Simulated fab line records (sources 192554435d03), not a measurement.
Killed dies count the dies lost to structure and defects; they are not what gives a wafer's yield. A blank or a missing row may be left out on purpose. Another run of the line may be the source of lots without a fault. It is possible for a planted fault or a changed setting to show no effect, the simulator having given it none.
fab line records	flow n5_finfet
record: lots: 7	wafers: 39
route steps=1938 shown BEOL_M11@1578 BEOL_M14@1762 PAD_METAL@1895
start_h: start of the lot's first displayed wafer, in hours after the record's first day	wait_h: how many hours have passed since the lot's step before this one	" as in the row above	L1.1+2: a single row standing in for several wafers	- either no value or no given start	* or withheld: withheld	< > ~ a bound
route shown NAME@n: names a module that has steps shown in the file, with the first one's number in the route	usual: mean/standard deviation of fault-free wafers	same: alike in all rows	chamber/n: place in a boat	sites: per-site readings	_std_site: standard deviation across them	_edge_site: the outer-site mean with the inner-site mean subtracted	radius_mm: for every site, how far away it sits from the centre of the wafer	mask NAME#n: copy n	behind: the last tool/chamber to shape the wafer	hold: reason for holding the lot/hours on hold/outcome of the hold	device: the n, p or np transistor that did not switch	end of line: tests of these same wafers at the route's end	where a step has no rows: the recipe by itself	killed: dies lost to structure and defects at the first sort, not the wafer's yield	map: a wafer's dies, marking killed ones x, the rest . and places with no die _
set.NAME: the run value of the setting; set.NAME@STEP: its run value at that earlier step	model.NAME: the simulator's own value behind a step, which no gauge read
lots with deliberately changed settings; one table per step, one row per wafer
== steps ==
step: N5_BEOL_M11_TRENCH_ETCH_37
recipe: chemistry: C4F6/O2	target_depth_a: 1488.3	target: SiCOH_lowk	time_s: 48	ion_energy_ev: 250	pressure_mtorr: 30	source_w: 345	bias_w: 185	Ar_flow_sccm: 300	C4F6_flow_sccm: 10	O2_flow_sccm: 10
lot.wafer	tool	chamber	start_h	wait_h	set.time_s	model.BEOL_M11.feature_depth_nm	model.etch.depth_nm	model.TiN_of_BEOL_M11_HM_DEP_02.thk_nm
L077.1	rie_diel-02	3	-	-	48	146.6	146.6	16.2
L077.2	"	1	"	"	48	148.4	148.3	16.2
L077.3	"	0	"	"	48	150.2	150.2	16
L077.4	"	2	"	"	48	147.8	147.8	16.2
L077.5	"	0	"	"	48	149.8	149.8	16.2
L077.6	"	1	"	"	48	148.2	148.2	16
L089.1	rie_diel-05	1	-	-	63.84	199.2	199.2	14.8
L089.2	"	3	"	"	63.84	199.8	199.8	14.8
L089.3	"	2	"	"	63.84	196	196	14.8
L089.4	"	0	"	"	48	149.6	149.6	16
L089.5	"	2	"	"	48	146.8	146.8	16.2
L089.6	"	3	"	"	48	149.6	149.7	16.2
L091.1	rie_diel-06	0	-	-	58.4	179.2	179.2	15
L091.2	"	1	"	"	58.4	182	181.9	14.8
L091.3	"	2	"	"	48	147	147	15.8
L091.4	"	3	"	"	48	150	150.1	15.8
L091.5	"	1	"	"	58.4	183.6	183.5	14.8
L091.6	"	2	"	"	48	146.4	146.5	15.8
L094.1	rie_diel-02	0	-	-	48	149.8	149.8	15.6
L094.2	"	2	"	"	68.5	212.2	212.1	14
L094.3	"	3	"	"	68.5	210	209.9	14
L094.4	"	3	"	"	68.5	209	208.9	14
L094.5	"	0	"	"	48	149	149	15.8
L094.6	"	2	"	"	48	147	147	15.6
L093.1	rie_diel-05	0	-	-	21.86	68.2	68.28	18
L093.2	"	1	"	"	48	149.4	149.4	16
L093.3	"	2	"	"	48	152.2	152.3	15.8
L093.4	"	2	"	"	21.86	68.8	68.87	18.2
L093.5	"	0	"	"	48	149.8	149.8	15.8
L093.6	"	1	"	"	21.86	67.8	67.78	18.2
L095.1	rie_diel-02	1	-	-	48	150.4	150.4	16
L095.2	"	0	"	"	64.13	200.8	200.7	14.8
L095.3	"	3	"	"	64.13	196.2	196.2	14.8
L095.4	"	2	"	"	48	150	149.9	16.4
L095.5	"	0	"	"	48	150.6	150.7	16.2
L095.6	"	3	"	"	64.13	197.4	197.4	14.8
L097.1	rie_diel-02	1	-	-	48	150.2	150.2	15.8
L097.3	"	3	"	"	48	145.8	145.9	16.2
L097.6	"	3	"	"	48	145.8	145.8	16
step: N5_BEOL_M11_ETCH_41
recipe: chemistry: CH3F/O2	target: SiCN	target_depth_a: 426	taper_deg: 2	time_s: 86	ion_energy_ev: 120	mask_material: TiN	pressure_mtorr: 30	source_w: 395	bias_w: 75	Ar_flow_sccm: 150	CH3F_flow_sccm: 30	O2_flow_sccm: 20
step: N5_BEOL_M11_STRIP_77
recipe: chemistry: N2/H2	time_s: 10	power_w: 450	temp_c: 40	pressure_mtorr: 20	rf_frequency_hz: 6e+07	bias_power_w: 7	n2_flow_sccm: 200	h2_flow_sccm: 200
step: N5_BEOL_M11_OCD_MEAS_38
usual: trench_depth_nm: 148.9/1.8
lot.wafer	tool	chamber	start_h	wait_h	set.time_s@BEOL_M11_TRENCH_ETCH_37	trench_depth_nm
L077.1	ocd-02	-	260.11	-	48	147.0
L077.2	"	-	"	"	48	148.6
L077.3	"	-	"	"	48	150.6
L077.4	"	-	"	"	48	147.9
L077.5	"	-	"	"	48	149.7
L077.6	"	-	"	"	48	147.7
L089.1	ocd-01	-	328.59	-	63.84	198.7
L089.2	"	-	"	"	63.84	199.4
L089.3	"	-	"	"	63.84	196.5
L089.4	"	-	"	"	48	149.8
L089.5	"	-	"	"	48	147.1
L089.6	"	-	"	"	48	149.8
L091.1	ocd-01	-	350.88	-	58.4	178.9
L091.2	"	-	"	"	58.4	181.9
L091.3	"	-	"	"	48	147.3
L091.4	"	-	"	"	48	149.7
L091.5	"	-	"	"	58.4	183.6
L091.6	"	-	"	"	48	145.8
L094.1	ocd-01	-	360.01	-	48	150.3
L094.2	"	-	"	"	68.5	212.4
L094.3	"	-	"	"	68.5	209.5
L094.4	"	-	"	"	68.5	209.4
L094.5	"	-	"	"	48	149.1
L094.6	"	-	"	"	48	146.6
L093.1	ocd-01	-	371.98	-	21.86	68.2
L093.2	"	-	"	"	48	148.8
L093.3	"	-	"	"	48	152.5
L093.4	"	-	"	"	21.86	68.3
L093.5	"	-	"	"	48	149.9
L093.6	"	-	"	"	21.86	67.7
L095.1	ocd-02	-	374.44	-	48	150.7
L095.2	"	-	"	"	64.13	200.5
L095.3	"	-	"	"	64.13	196.1
L095.4	"	-	"	"	48	150.1
L095.5	"	-	"	"	48	150.7
L095.6	"	-	"	"	64.13	197.7
L097.1	ocd-02	-	377.51	-	48	149.9
L097.3	"	-	"	"	48	145.6
L097.6	"	-	"	"	48	145.7
step: N5_BEOL_M11_HM_STRIP_39
recipe: chemistry: peroxide_tin_strip	material: TiN	target_depth_a: 250	temp_c: 50	time_s: 158
step: N5_BEOL_M11_SRD_40
recipe: time_s: 30	temp_c: 23	rinse_liquid: diw	dry: ipa_marangoni
step: N5_BEOL_M11_ECD_50
recipe: material: Cu	target_thk_a: 3180
step: N5_BEOL_M11_ANNEAL_51
recipe: temp_c: 225	time_s: 90	ambient: N2
step: N5_BEOL_M11_CMP_52
recipe: stop_on: SiCOH_lowk	t_overpolish_s: 7	down_force_psi: 1	platen_rpm: 50	clearing_platen_down_force_psi: 1.5	clearing_platen_rpm: 50	post_cmp_clean: cu_alkaline	target_thk_nm: 140	clearing_platen_pad_velocity_m_s: 0.99484	pad_velocity_m_s: 0.99484
lot.wafer	tool	chamber	start_h	wait_h	set.time_s@BEOL_M11_TRENCH_ETCH_37	model.Cu_of_BEOL_M11_ECD_50.thk_nm
L077.4	cmp-04	1	262.71	0.1	48	138.8
L077.1	"	2	"	"	48	138
L077.2	"	3	"	"	48	138.6
L077.3	"	0	"	"	48	140.4
L077.6	"	1	"	"	48	139.4
L077.5	"	2	"	"	48	140
L089.2	cmp-04	2	331.11	0.2	63.84	191
L089.3	"	3	"	"	63.84	186.4
L089.4	"	0	"	"	48	141.4
L089.1	"	1	"	"	63.84	190.4
L089.5	"	2	"	"	48	138.8
L089.6	"	3	"	"	48	140.4
L091.1	cmp-04	2	353.84	0.7	58.4	169.6
L091.3	"	3	"	"	48	137.8
L091.2	"	0	"	"	58.4	174.2
L091.4	"	1	"	"	48	143.4
L091.6	"	2	"	"	48	138.4
L091.5	"	3	"	"	58.4	174.6
L094.2	cmp-04	2	362.71	0.2	68.5	204
L094.4	"	3	"	"	68.5	201
L094.3	"	0	"	"	68.5	200.8
L094.1	"	1	"	"	48	141.8
L094.5	"	2	"	"	48	141
L094.6	"	3	"	"	48	137.4
L093.4	cmp-03	0	375.27	0.1	21.86	60.4
L093.1	"	1	"	"	21.86	60
L093.2	"	2	"	"	48	142.2
L093.3	"	3	"	"	48	144.2
L093.5	"	0	"	"	48	140.8
L093.6	"	1	"	"	21.86	58.6
L095.2	cmp-04	3	376.14	0.2	64.13	192
L095.1	"	0	"	"	48	141
L095.4	"	1	"	"	48	141.2
L095.3+6	"	2,0	"	"	64.13	188.2
L095.5	"	3	"	"	48	142.2
L097.3	cmp-01	1	379.80	0.2	48	136.4
L097.1	"	3	"	"	48	140.8
L097.6	"	1	"	"	48	136
step: N5_BEOL_M11_THK_MEAS_53
recipe: thk_meas_gauge: xrf	reads: Cu_of_BEOL_M11_ECD_50
usual: M11_THK: 141.1/2.1
lot.wafer	tool	chamber	start_h	wait_h	set.time_s@BEOL_M11_TRENCH_ETCH_37	M11_THK[nm]
L077.1	film_metro-02	-	263.00	-	48	138.4
L077.2	"	-	"	"	48	139.1
L077.3	"	-	"	"	48	141.4
L077.4	"	-	"	"	48	139.3
L077.5	"	-	"	"	48	140.6
L077.6	"	-	"	"	48	139.6
L089.1	film_metro-02	-	331.40	-	63.84	191.2
L089.2	"	-	"	"	63.84	192.6
L089.3	"	-	"	"	63.84	187.0
L089.4	"	-	"	"	48	141.2
L089.5	"	-	"	"	48	138.9
L089.6	"	-	"	"	48	141.6
L091.1	film_metro-02	-	354.14	-	58.4	169.3
L091.2	"	-	"	"	58.4	173.9
L091.3	"	-	"	"	48	137.4
L091.4	"	-	"	"	48	142.5
L091.5	"	-	"	"	58.4	174.1
L091.6	"	-	"	"	48	137.8
L094.1	film_metro-01	-	363.00	-	48	144.6
L094.2	"	-	"	"	68.5	208.0
L094.3	"	-	"	"	68.5	205.0
L094.4	"	-	"	"	68.5	203.8
L094.5	"	-	"	"	48	143.5
L094.6	"	-	"	"	48	139.9
L093.1	film_metro-02	-	375.57	-	21.86	60.2
L093.2	"	-	"	"	48	142.4
L093.3	"	-	"	"	48	144.6
L093.4	"	-	"	"	21.86	60.4
L093.5	"	-	"	"	48	141.0
L093.6	"	-	"	"	21.86	58.8
L095.1	film_metro-01	-	376.43	-	48	143.1
L095.2	"	-	"	"	64.13	196.3
L095.3	"	-	"	"	64.13	191.2
L095.4	"	-	"	"	48	143.0
L095.5	"	-	"	"	48	144.2
L095.6	"	-	"	"	64.13	191.7
L097.1	film_metro-02	-	380.10	-	48	141.6
L097.3	"	-	"	"	48	137.5
L097.6	"	-	"	"	48	136.7
step: N5_BEOL_M11_PRE_CLEAN_55
recipe: gas: NH3	time_s: 15	temp_c: withheld	rf_power_w: 300
step: N5_BEOL_M11_DEP_56
recipe: material: SiCN	target_thk_a: 300	temp_c: withheld	precursor: 3MS/NH3	pressure_torr: 3	rf_w: 675	time_s: 10.5
step: N5_BEOL_M11_RS_MEAS_57
recipe: thk_meas_gauge: four-point-probe	reads: Cu_of_BEOL_M11_ECD_50+Co_of_BEOL_M11_CVD_75+TaN_of_BEOL_M11_ALD_74
usual: M11_RS: 0.1510/0.0024
lot.wafer	tool	chamber	start_h	wait_h	set.time_s@BEOL_M11_TRENCH_ETCH_37	M11_RS[ohm/sq]
L077.1	film_metro-01	-	263.13	0.0	48	0.1535
L077.2	"	-	"	"	48	0.1525
L077.3	"	-	"	"	48	0.1502
L077.4	"	-	"	"	48	0.1524
L077.5	"	-	"	"	48	0.1508
L077.6	"	-	"	"	48	0.1514
L089.1	film_metro-01	-	331.52	0.0	63.84	0.1078
L089.2	"	-	"	"	63.84	0.1075
L089.3	"	-	"	"	63.84	0.1101
L089.4	"	-	"	"	48	0.1491
L089.5	"	-	"	"	48	0.1522
L089.6	"	-	"	"	48	0.1506
L091.1	film_metro-02	-	354.26	0.0	58.4	0.1223
L091.2	"	-	"	"	58.4	0.1188
L091.3	"	-	"	"	48	0.1535
L091.4	"	-	"	"	48	0.1467
L091.5	"	-	"	"	58.4	0.1185
L091.6	"	-	"	"	48	0.1529
L094.1	film_metro-01	-	363.13	0.0	48	0.1487
L094.2	"	-	"	"	68.5	0.1002
L094.3	"	-	"	"	68.5	0.1021
L094.4	"	-	"	"	68.5	0.1020
L094.5	"	-	"	"	48	0.1496
L094.6	"	-	"	"	48	0.1539
L093.1	film_metro-02	-	375.69	0.0	21.86	0.4018
L093.2	"	-	"	"	48	0.1483
L093.3	"	-	"	"	48	0.1461
L093.4	"	-	"	"	21.86	0.4002
L093.5	"	-	"	"	48	0.1498
L093.6	"	-	"	"	21.86	0.4145
L095.1	film_metro-02	-	376.56	0.0	48	0.1497
L095.2	"	-	"	"	64.13	0.1069
L095.3	"	-	"	"	64.13	0.1093
L095.4	"	-	"	"	48	0.1494
L095.5	"	-	"	"	48	0.1481
L095.6	"	-	"	"	64.13	0.1091
L097.1	film_metro-01	-	380.22	0.0	48	0.1498
L097.3	"	-	"	"	48	0.1554
L097.6	"	-	"	"	48	0.1560
step: N5_BEOL_M14_SPUTTER_43
recipe: material: TaN	target_thk_a: 150	temp_c: 50	bias_v: 168.6	power_w: 15000	chamber_pressure_pa: 0.12	time_s: 24.19
lot.wafer	tool	chamber	start_h	wait_h	set.target_thk_a	model.TaN_of_BEOL_M14_SPUTTER_43.thk_nm
L077.1+2+4+5+6	pvd_sputter-01	-	278.10	0.0	150	15.2
L077.3	"	-	"	"	150	15.4
L089.1+4	pvd_sputter-03	-	344.75	0.0	150	15.2
L089.2+3+5	"	-	"	"	92.31	9.4
L089.6	"	-	"	"	150	15
L091.1+3+4+5+6	pvd_sputter-01	-	371.97	0.0	150	15
L091.2	"	-	"	"	150	15.2
L094.1	pvd_sputter-02	-	384.87	0.0	150	14.8
L094.2+3	"	-	"	"	150	15
L094.4+5	"	-	"	"	218.7	21.6
L094.6	"	-	"	"	218.7	22
L093.1	pvd_sputter-01	-	402.61	0.0	150	15.4
L093.2+3	"	-	"	"	150	15.2
L093.4+6	"	-	"	"	222.7	22.6
L093.5	"	-	"	"	222.7	22.2
L095.1+2+3	pvd_sputter-02	-	403.14	0.0	150	14.8
L095.4+5	"	-	"	"	194.1	19.4
L095.6	"	-	"	"	194.1	19.2
L097.1+3	pvd_sputter-03	-	413.61	0.0	150	15
L097.6	"	-	"	"	150	14.8
step: N5_BEOL_M14_SPUTTER_44
recipe: material: Ta	target_thk_a: 150	temp_c: 50	bias_v: 80	power_w: 15000	chamber_pressure_pa: 0.07	time_s: 24.19
step: N5_BEOL_M14_SPUTTER_45
recipe: material: Cu	target_thk_a: 1000	temp_c: -20	bias_v: 60	power_w: 26000	chamber_pressure_pa: 0.13	time_s: 16.67
step: N5_BEOL_M14_ECD_47
recipe: material: Cu	target_thk_a: 12480
step: N5_BEOL_M14_ANNEAL_48
recipe: temp_c: 225	time_s: 90	ambient: N2
step: N5_BEOL_M14_CMP_49
recipe: stop_on: SiO2	t_overpolish_s: 5.2	down_force_psi: 2	platen_rpm: 80	clearing_platen_down_force_psi: 2	clearing_platen_rpm: 80	post_cmp_clean: cu_alkaline	target_thk_nm: 560	clearing_platen_pad_velocity_m_s: 1.5917	pad_velocity_m_s: 1.5917
usual: barrier_field_endpoint_s: 11.30/0.27
lot.wafer	tool	chamber	start_h	wait_h	set.target_thk_a@BEOL_M14_SPUTTER_43	barrier_field_endpoint_s
L077.4	cmp-02	1	278.88	0.1	150	11.43
L077.2	"	2	"	"	150	11.27
L077.1	"	3	"	"	150	11.35
L077.3	"	0	"	"	150	11.39
L077.5	"	1	"	"	150	11.38
L077.6	"	2	"	"	150	11.20
L089.1	cmp-04	1	345.52	0.3	150	11.28
L089.3	"	2	"	"	92.31	9.06
L089.2	"	3	"	"	92.31	8.95
L089.4	"	0	"	"	150	11.14
L089.5	"	1	"	"	92.31	8.78
L089.6	"	2	"	"	150	11.04
L091.2	cmp-01	1	373.04	0.2	150	11.59
L091.3	"	2	"	"	150	11.58
L091.1	"	3	"	"	150	11.49
L091.4	"	0	"	"	150	11.44
L091.5	"	1	"	"	150	11.44
L091.6	"	2	"	"	150	11.19
L094.1	cmp-02	0	385.89	0.3	150	11.20
L094.4	"	1	"	"	218.7	13.86
L094.2	"	2	"	"	150	11.07
L094.3	"	3	"	"	150	10.88
L094.6	"	0	"	"	218.7	13.41
L094.5	"	1	"	"	218.7	13.62
L093.1	cmp-01	1	403.56	0.3	150	11.74
L093.3	"	2	"	"	150	11.77
L093.4	"	3	"	"	222.7	14.58
L093.2	"	0	"	"	150	11.84
L093.6	"	1	"	"	222.7	14.88
L093.5	"	2	"	"	222.7	14.51
L095.3	cmp-04	2	404.10	0.2	150	11.44
L095.4	"	3	"	"	194.1	12.87
L095.2	"	0	"	"	150	11.24
L095.1	"	1	"	"	150	11.31
L095.5	"	2	"	"	194.1	13.10
L095.6	"	3	"	"	194.1	13.40
L097.1	cmp-02	0	414.56	0.3	150	11.01
L097.3	"	3	"	"	150	11.00
L097.6	"	0	"	"	150	10.79
step: N5_PASSIVATION_SPUTTER_20
recipe: material: TaN	target_thk_a: 500	temp_c: 25	chamber_pressure_pa: 0.4
lot.wafer	tool	chamber	start_h	wait_h	set.target_thk_a	model.TaN_of_PASSIVATION_SPUTTER_20.thk_nm
L077.1	pvd_sputter-03	-	294.15	0.0	500	50.4
L077.2	"	-	"	"	500	50.2
L077.3	"	-	"	"	646.9	65.2
L077.4	"	-	"	"	646.9	64.8
L077.5	"	-	"	"	500	50.6
L077.6	"	-	"	"	646.9	64.4
L089.1	pvd_sputter-02	-	361.32	0.0	789.3	80.2
L089.2	"	-	"	"	500	51
L089.3	"	-	"	"	500	50.8
L089.4	"	-	"	"	789.3	80.8
L089.5	"	-	"	"	789.3	80.4
L089.6	"	-	"	"	500	50.6
L091.1+5	pvd_sputter-01	-	406.33	0.0	377.2	37.4
L091.2+3	"	-	"	"	500	49.6
L091.4	"	-	"	"	500	49.4
L091.6	"	-	"	"	377.2	37.6
L094.1+3+6	pvd_sputter-03	-	409.29	0.0	500	50
L094.2	"	-	"	"	226.9	22.4
L094.4+5	"	-	"	"	226.9	22.6
L093.1+4	pvd_sputter-03	-	418.80	0.0	669	66.6
L093.2	"	-	"	"	669	66.8
L093.3	"	-	"	"	500	49.8
L093.5	"	-	"	"	500	50
L093.6	"	-	"	"	500	50.2
L095.1	pvd_sputter-01	-	426.78	0.0	263.3	26.4
L095.2	"	-	"	"	500	50.4
L095.3+4	"	-	"	"	500	50.6
L095.5	"	-	"	"	263.3	26.8
L095.6	"	-	"	"	263.3	27
L097.1+3	pvd_sputter-01	-	431.88	0.0	500	50
L097.6	"	-	"	"	500	50.2
== key ==
split: step: N5_BEOL_M11_TRENCH_ETCH_37	setting: time_s	stated: 48	by: wafer
response: step: N5_BEOL_M11_TRENCH_ETCH_37	reading: model.BEOL_M11.feature_depth_nm	change: +1.48	per: 1%	r: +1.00
response: step: N5_BEOL_M11_TRENCH_ETCH_37	reading: model.etch.depth_nm	change: +1.48	per: 1%	r: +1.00
response: step: N5_BEOL_M11_TRENCH_ETCH_37	reading: model.TiN_of_BEOL_M11_HM_DEP_02.thk_nm	change: -0.0409	per: 1%	r: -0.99
response: step: N5_BEOL_M11_OCD_MEAS_38	reading: trench_depth_nm	change: +1.48	per: 1%	r: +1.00
response: step: N5_BEOL_M11_CMP_52	reading: model.Cu_of_BEOL_M11_ECD_50.thk_nm	change: +1.48	per: 1%	r: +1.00
response: step: N5_BEOL_M11_THK_MEAS_53	reading: M11_THK	change: +1.5	per: 1%	r: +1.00
response: step: N5_BEOL_M11_RS_MEAS_57	reading: M11_RS	shape: bent	at_lowest: 0.4055	at_stated: 0.1508	at_highest: 0.1014
split: step: N5_BEOL_M14_SPUTTER_43	setting: target_thk_a	stated: 150	by: wafer
response: step: N5_BEOL_M14_SPUTTER_43	reading: model.TaN_of_BEOL_M14_SPUTTER_43.thk_nm	change: +0.149	per: 1%	r: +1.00
response: step: N5_BEOL_M14_CMP_49	reading: barrier_field_endpoint_s	change: +0.0582	per: 1%	r: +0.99
split: step: N5_PASSIVATION_SPUTTER_20	setting: target_thk_a	stated: 500	by: wafer
response: step: N5_PASSIVATION_SPUTTER_20	reading: model.TaN_of_PASSIVATION_SPUTTER_20.thk_nm	change: +0.503	per: 1%	r: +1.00
